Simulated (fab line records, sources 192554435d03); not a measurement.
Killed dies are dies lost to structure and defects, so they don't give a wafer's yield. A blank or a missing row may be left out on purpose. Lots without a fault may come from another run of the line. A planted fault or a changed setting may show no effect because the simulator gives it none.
Split-lot experiment | flow n5_finfet | 7 lots, 21 wafers read, on a route of 1938 steps

THE SPLIT
At N5_BEOL_M10_TRENCH_ETCH_37 (etches SiCOH lowk in C4F6/O2, target depth 148.83 nm, time 48 s), the setting bias_w was moved away from the recipe's 185 W on 8 of the 21 wafers read, by -14.6% to +16.0%. The other wafers ran this setting at the recipe's value.

The reading is taken at the split's own step.

THE READING
rf_vpp_V, in V, at N5_BEOL_M10_TRENCH_ETCH_37 (etches SiCOH lowk in C4F6/O2, target depth 148.83 nm, time 48 s). Fault-free wafers of this fab line usually give 670 V, standard deviation 17 V.

wafer  | tool, chamber at the split | bias_w as run, W | against the recipe | rf_vpp_V, V | against lot-mates on the recipe
L075.1 | rie_diel-06, 2             | 168              | -9.2%              | 628         | -31
L075.3 | rie_diel-06, 3             | 185              | recipe             | 659         | -
L075.6 | rie_diel-06, 3             | 168              | -9.2%              | 610         | -49
L080.2 | rie_diel-06, 2             | 200.8            | +8.5%              | 725         | +37
L080.3 | rie_diel-06, 1             | 185              | recipe             | 688         | -
L080.5 | rie_diel-06, 0             | 200.8            | +8.5%              | 686         | -2
L084.1 | rie_diel-06, 3             | 185              | recipe             | 656         | -
L084.5 | rie_diel-06, 2             | 185              | recipe             | 678         | -
L084.6 | rie_diel-06, 3             | 214.6            | +16.0%             | 740         | +73
L085.3 | rie_diel-06, 2             | 185              | recipe             | 678         | -
L085.5 | rie_diel-06, 2             | 185              | recipe             | 678         | -
L085.6 | rie_diel-06, 1             | 185              | recipe             | 690         | -
L089.2 | rie_diel-05, 0             | 185              | recipe             | 655         | -
L089.5 | rie_diel-05, 3             | 157.9            | -14.6%             | 588         | -67
L089.6 | rie_diel-05, 0             | 157.9            | -14.6%             | 578         | -77
L094.1 | rie_diel-04, 2             | 185              | recipe             | 680         | -
L094.2 | rie_diel-04, 0             | 185              | recipe             | 696         | -
L094.4 | rie_diel-04, 0             | 185              | recipe             | 695         | -
L096.1 | rie_diel-06, 0             | 185              | recipe             | 643         | -
L096.3 | rie_diel-06, 2             | 159.2            | -13.9%             | 601         | -65
L096.6 | rie_diel-06, 1             | 185              | recipe             | 689         | -

THE FIT
A straight line over all 21 wafers: rf_vpp_V changes by +5.19 V for each +1% of bias_w; r = +0.92; the points scatter about the line by 17 V.
The same after taking each lot's own level away (the mean of its wafers on the recipe; 21 wafers): +4.3 V for each +1%; r = +0.93; scatter 13 V.
On that fit, the largest move of bias_w shifts the reading by 69 V.
The lots' own levels span 655.0 to 690.3 V, that is 2.1 times the standard deviation above.
So the lot-to-lot level changes the slope: the two fits differ.
Check: with one of the wafers moved furthest among these (+16.0%) left out of the fit, the line predicts +63 V for it against its lot-mates. It came out at +73 V against them.
Tool readings at the split's step, against how far the setting was moved: rf_vpp_V r = +0.92.

OTHER SPLITS ON THESE WAFERS
These wafers also went through other splits before the reading. Each is held against what the fit with the lots' levels taken away leaves over:
other split on the same wafers | wafers away from the commonest value | r with rf_vpp_V (lot level and that fit taken away)
N5_BEOL_M8_EXPOSE_25 dose_mj   | 8                                    | +0.03

THE FILE'S OWN FIT
rf_vpp_V changes by +4.44 V for each +1% of bias_w, r = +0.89.
